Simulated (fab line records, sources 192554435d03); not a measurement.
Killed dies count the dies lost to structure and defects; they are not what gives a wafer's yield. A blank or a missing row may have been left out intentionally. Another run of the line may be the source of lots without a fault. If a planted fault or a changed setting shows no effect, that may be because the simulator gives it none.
fab line records -- flow n5-finfet
record: lots: 7, wafers: 39
route steps=1938 shown WELL_APT@55 FIN_CUT@173 STI_FIN_REVEAL@190 DUMMY_GATE@248 SD_EPI_N@288 SD_EPI_P@310 HKMG_FIN@414 MOL_CONTACT_COAG@535 BEOL_M4@1111
start-h: start of the lot's first displayed wafer, in hours after the record's first day -- wait-h: how many hours have passed since the lot's step before this one -- " unchanged from the row above -- L1.1+2: several wafers, shown together as one row -- - value missing, or start not given -- * or withheld: withheld -- < > ~ a bound
route shown NAME@n: names a module that has steps shown in the file, with the first one's number in the route -- usual: mean and standard deviation over wafers with no fault -- same: alike in all rows -- chamber/n: place in a boat -- sites: readings site by site -- _std_site: their standard deviation -- _edge_site: inner sites' mean taken away from outer sites' mean -- radius-mm: for every site, how far away it sits from the centre of the wafer -- mask NAME#n: copy n -- behind: the most recent tool/chamber to have shaped the wafer -- hold: reason for holding the lot/hours on hold/outcome of the hold -- device: the transistor (n, p or np) that didn't switch -- end of line: tests of these same wafers at the route's end -- a step with no rows: only its recipe -- killed: dies that structure and defects cost at the first sort, which is not the same as the wafer's yield -- map: the dies of a wafer, with x for killed, . for not killed, _ for no die there
set.NAME: the setting the step ran with; set.NAME@STEP: the setting that earlier step ran with -- model.NAME: the simulator's own value behind a step, which no gauge read
lots where settings were altered on purpose, with a table for each step and a row for each wafer
== steps ==
step: N5_WELL_APT_EPI_41
recipe: material: Si, target-thk-a: 500, temp-c: 650, precursor: SiH4/H2, pressure-torr: 20, time-s: 297.7
step: N5_FIN_CUT_CUT_ETCH_26
recipe: chemistry: CH3F/O2, target: SiNx, target-depth-a: 390, mask-material: SOC, time-s: 55.7, pressure-mtorr: 30, source-w: 395, bias-w: 73, Ar_flow_sccm: 150, CH3F_flow_sccm: 30, O2_flow_sccm: 20, ion-energy-ev: 120
step: N5_STI_FIN_REVEAL_ETCHBACK_08
recipe: chemistry: C4F6/O2, target: SiO2, target-depth-a: 305, time-s: 10.167, ion-energy-ev: 250, pressure-mtorr: 30, source-w: 345, bias-w: 185, Ar_flow_sccm: 300, C4F6_flow_sccm: 10, O2_flow_sccm: 10
step: N5_DUMMY_GATE_ETCH_44
recipe: chemistry: HBr/O2, over-etch-frac: 0.7, target-depth-a: 1275, stop-on: SiO2, ion-energy-ev: 60, bias-w: 20, target: poly-Si, mask-material: SiO2, pressure-mtorr: 20, icp-w: 400, HBr_flow_sccm: 120, O2_flow_sccm: 10
step: N5_SD_EPI_N_EPI_21
recipe: material: Si:P, dopant: P, temp-c: 680, pressure-torr: 255, time-s: 690
step: N5_SD_EPI_P_ETCHBACK_46
recipe: chemistry: CH3F/O2, mode: anisotropic-etchback, target: SiNx, target-depth-a: 175, stop-on: SiO2, over-etch-frac: 0.3, ion-energy-ev: 120, pressure-mtorr: 30, source-w: 395, bias-w: 73, Ar_flow_sccm: 150, CH3F_flow_sccm: 30, O2_flow_sccm: 20
step: N5_HKMG_FIN_RTA_80
recipe: temp-c: withheld, time-s: 2, ambient: N2, idle-temp-c: 600, ramp-up-c-per-s: 150, ramp-down-c-per-s: 60, cool-to-c: 600
step: N5_MOL_CONTACT_COAG_CONTACT_ETCH_14
recipe: chemistry: C4F6/O2, target: SiO2, target-depth-a: 275, overetch-a: 85, mask-material: SOC, pressure-mtorr: 30, source-w: 370, bias-w: 185, Ar_flow_sccm: 300, C4F6_flow_sccm: 16, O2_flow_sccm: 10, time-s: 20, ion-energy-ev: 259.6
step: N5_BEOL_M4_RC_MEAS_101
usual: IOFF_P_LONG: 0.000105/8.6e-06, RS_SD_N: 28.2/0.39
lot.wafer,tool,chamber,start-h,wait-h,set.target-thk-a@WELL_APT_EPI_41,set.time-s@FIN_CUT_CUT_ETCH_26,set.time-s@STI_FIN_REVEAL_ETCHBACK_08,set.target-depth-a@DUMMY_GATE_ETCH_44,set.temp-c@SD_EPI_N_EPI_21,set.over-etch-frac@SD_EPI_P_ETCHBACK_46,set.time-s@HKMG_FIN_RTA_80,set.time-s@MOL_CONTACT_COAG_CONTACT_ETCH_14,IOFF_P_LONG[nA/um],RS_SD_N[ohm/sq]
L074.1,prober-01,0,185.04,0.0,483.7,55.7,10.167,1275,685.1,0.3195,2,24.29,0.000117,26.1
L074.2,prober-01,0,185.04,0.0,483.7,49.92,10.49,1275,680,0.3195,2,20,0.00011,28.2
L074.3,prober-01,0,185.04,0.0,500,49.92,10.167,1275,680,0.3195,1.819,24.29,0.000127,28.6
L074.4,prober-01,0,185.04,0.0,500,49.92,10.49,1275,685.1,0.3,1.819,20,0.000125,25.8
L074.5,prober-01,0,185.04,0.0,500,55.7,10.167,1275,680,0.3,1.819,24.29,0.000126,28.5
L074.6,prober-01,0,185.04,0.0,483.7,55.7,10.49,1275,685.1,0.3,2,20,0.000115,26.2
L076.1,prober-01,0,186.65,0.0,536.3,55.7,10.167,1275,680,0.3126,2,20,0.000111,27.5
L076.2,prober-01,0,186.65,0.0,536.3,50.68,10.167,1275,674.9,0.3,1.734,22.88,0.000121,30.0
L076.3,prober-01,0,186.65,0.0,536.3,50.68,10.167,1345,680,0.3,2,22.88,0.000107,28.0
L076.4,prober-01,0,186.65,0.0,500,50.68,10.167,1345,680,0.3126,1.734,22.88,0.000118,27.7
L076.5,prober-01,0,186.65,0.0,500,55.7,10.167,1275,674.9,0.3,1.734,20,0.000121,30.4
L076.6,prober-01,0,186.65,0.0,500,55.7,10.167,1345,674.9,0.3126,2,20,0.000105,29.8
L077.2,prober-02,0,189.28,0.2,500,55.7,10.167,1275,680,0.3,2,20,9.4e-05,28.3
L077.4,prober-02,0,189.28,0.2,500,55.7,10.167,1275,680,0.3,2,20,9.7e-05,28.7
L077.6,prober-02,0,189.28,0.2,500,55.7,10.167,1275,680,0.3,2,20,0.0001,28.1
L085.1,prober-01,0,240.02,0.0,500,55.7,10.167,1127,675.1,0.3106,2.155,18.13,9.7e-05,29.8
L085.2,prober-01,0,240.02,0.0,500,49.87,10.71,1275,680,0.3106,2.155,20,9.4e-05,27.8
L085.3,prober-01,0,240.02,0.0,500,49.87,10.167,1127,675.1,0.3,2,20,9.9e-05,30.5
L085.4,prober-01,0,240.02,0.0,500,49.87,10.71,1127,680,0.3,2,18.13,0.000102,27.9
L085.5,prober-01,0,240.02,0.0,500,55.7,10.167,1275,680,0.3106,2,20,0.0001,28.0
L085.6,prober-01,0,240.02,0.0,500,55.7,10.71,1275,675.1,0.3,2.155,18.13,9.3e-05,30.1
L089.1,prober-02,0,255.69,0.0,500,55.7,10.167,1231,680,0.3,2,23.02,0.000102,28.4
L089.2,prober-02,0,255.69,0.0,500,55.7,10.167,1275,680,0.3,2.174,20,9.2e-05,28.7
L089.3,prober-02,0,255.69,0.0,500,55.7,9.803,1275,680,0.3,2.174,20,9.2e-05,28.4
L089.4,prober-02,0,255.69,0.0,500,55.7,10.167,1231,680,0.2788,2,20,9.4e-05,28.8
L089.5,prober-02,0,255.69,0.0,500,55.7,9.803,1231,680,0.2788,2.174,23.02,9.1e-05,28.4
L089.6,prober-02,0,255.69,0.0,500,55.7,9.803,1275,680,0.2788,2,23.02,9.7e-05,28.2
L092.1,prober-01,0,274.32,0.0,512.8,48.02,9.879,1111,678.4,0.307,2,20,0.000105,28.6
L092.2,prober-01,0,274.32,0.0,500,48.02,9.879,1275,678.4,0.3,2,23.61,0.000109,28.9
L092.3,prober-01,0,274.32,0.0,512.8,55.7,10.167,1275,678.4,0.307,2,20,0.000109,28.4
L092.4,prober-01,0,274.32,0.0,512.8,48.02,10.167,1111,680,0.3,2,23.61,0.000106,28.0
L092.5,prober-01,0,274.32,0.0,500,55.7,9.879,1111,680,0.307,2,23.61,0.000107,27.8
L092.6,prober-01,0,274.32,0.0,500,55.7,10.167,1275,680,0.3,2,20,0.000105,27.5
L096.1,prober-01,0,302.64,0.0,460.1,55.7,10.167,1232,676.3,0.3153,2.373,20,8.8e-05,30.6
L096.2,prober-01,0,302.64,0.0,500,55.7,10.167,1275,676.3,0.3,2,20,0.000109,30.5
L096.3,prober-01,0,302.64,0.0,460.1,55.7,10.167,1232,680,0.3,2.373,20,9e-05,29.2
L096.4,prober-01,0,302.64,0.0,460.1,55.7,10.167,1275,680,0.3153,2.373,20,8.8e-05,29.2
L096.5,prober-01,0,302.64,0.0,500,55.7,10.167,1275,676.3,0.3,2,20,0.000106,30.2
L096.6,prober-01,0,302.64,0.0,500,55.7,10.167,1232,680,0.3153,2,20,0.0001,28.6
== key ==
split: step: N5_WELL_APT_EPI_41, setting: target-thk-a, stated-as: 500
response none clear
split: step: N5_FIN_CUT_CUT_ETCH_26, setting: time-s, stated-as: 55.7
response none clear
split: step: N5_STI_FIN_REVEAL_ETCHBACK_08, setting: time-s, stated-as: 10.167
response none clear
split: step: N5_DUMMY_GATE_ETCH_44, setting: target-depth-a, stated-as: 1275
response none clear
split: step: N5_SD_EPI_N_EPI_21, setting: temp-c, stated-as: 680
response: step: N5_BEOL_M4_RC_MEAS_101, reading: RS_SD_N, slope: -3.1, per: 1%, together-with: all, explained: 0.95
split: step: N5_SD_EPI_P_ETCHBACK_46, setting: over-etch-frac, stated-as: 0.3
response none clear
split: step: N5_HKMG_FIN_RTA_80, setting: time-s, stated-as: 2
response: step: N5_BEOL_M4_RC_MEAS_101, reading: IOFF_P_LONG, slope: -8.53e-07, per: 1%, together-with: all, explained: 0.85
split: step: N5_MOL_CONTACT_COAG_CONTACT_ETCH_14, setting: time-s, stated-as: 20
response none clear
